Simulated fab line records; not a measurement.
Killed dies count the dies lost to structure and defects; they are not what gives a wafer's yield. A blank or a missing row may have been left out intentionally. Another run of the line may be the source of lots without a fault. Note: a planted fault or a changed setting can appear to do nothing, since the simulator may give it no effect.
Chamber matching	flow n5-finfet	N5_MOL_CONTACT_COAG_ETCH_90 on rie-diel-05 has 4 sister chambers
The step etches SiARC in CF4, target depth 13 nm, time 21.7 s. 27 wafers are shown with their chamber, then 12 later ones without.

## WAFERS PAIRED WITH THEIR CHAMBERS
wafer	chamber	showerhead-plenum-p-Torr (Torr)	drypump-motor-current-A (A)	throttle-valve-pct (%)
L077.1	3	2.28	5.0	15.37
L077.2	2	2.09	5.6	15.72
L077.3	0	2.11	5.5	15.32
L077.4	3	2.28	5.0	15.40
L077.5	0	2.11	5.5	15.31
L077.6	2	2.09	5.6	15.73
L078.1	0	2.11	5.5	15.33
L078.2	1	2.19	6.1	15.21
L078.3	3	2.27	5.0	15.39
L078.4	2	2.09	5.6	15.73
L078.5	0	2.11	5.5	15.33
L078.6	1	2.19	6.1	15.23
L079.1	0	2.11	5.5	15.31
L079.2	2	2.09	5.7	15.75
L079.3	3	2.27	5.0	15.39
L079.4	1	2.19	6.1	15.22
L079.5	1	2.19	6.1	15.23
L079.6	2	2.09	5.7	15.75
L080.3	0	2.11	5.5	15.31
L080.5	1	2.19	6.1	15.24
L080.6	2	2.09	5.6	15.75
L083.1	1	2.19	6.1	15.25
L083.2	0	2.10	5.5	15.31
L083.3	2	2.08	5.6	15.75
L086.2	0	2.10	5.5	15.35
L086.3	3	2.27	4.9	15.43
L086.6	0	2.10	5.5	15.35

SIGNATURES, as means of the wafers listed above
reading	chamber 0	chamber 1	chamber 2	chamber 3	scatter within a chamber
showerhead-plenum-p-Torr	2.1067	2.1900	2.0886	2.2740	0.0042
drypump-motor-current-A	5.500	6.100	5.629	4.980	0.0311
throttle-valve-pct	15.3244	15.2300	15.7400	15.3960	0.0163
Rule: a wafer lies at a distance from a chamber equal to the root of the sum of squares, over the readings, of (its reading less the chamber's mean, divided by the reading's scatter). The wafer belongs to the nearest chamber; if the next one is less than 2 further off, it can't be placed. The scatter: take each reading less its chamber's mean, square it, sum over the shown wafers, divide by the number of wafers less the number of chambers, and take the root.

## WAFERS WITHOUT THEIR CHAMBER
wafer	showerhead-plenum-p-Torr (Torr)	drypump-motor-current-A (A)	throttle-valve-pct (%)
L088.1	2.08	5.7	15.78
L088.4	2.10	5.5	15.35
L088.6	2.18	6.1	15.28
L090.1	2.27	4.9	15.44
L090.3	2.08	5.6	15.78
L090.4	2.10	5.5	15.35
L094.1	2.10	5.5	15.37
L094.5	2.10	5.5	15.38
L094.6	2.18	6.1	15.31
L095.3	2.08	5.6	15.82
L095.4	2.26	5.0	15.45
L095.6	2.18	6.1	15.30

## THE CHAMBER EACH PASSED THROUGH
wafer	from the rows above	in truth
L088.1	2	2
L088.4	0	0
L088.6	1	1
L090.1	3	3
L090.3	2	2
L090.4	0	0
L094.1	0	0
L094.5	0	0
L094.6	1	1
L095.3	2	2
L095.4	3	3
L095.6	1	1
Placed correctly: 12 of 12. Can't be placed from these rows: 0. Placed wrongly: 0.
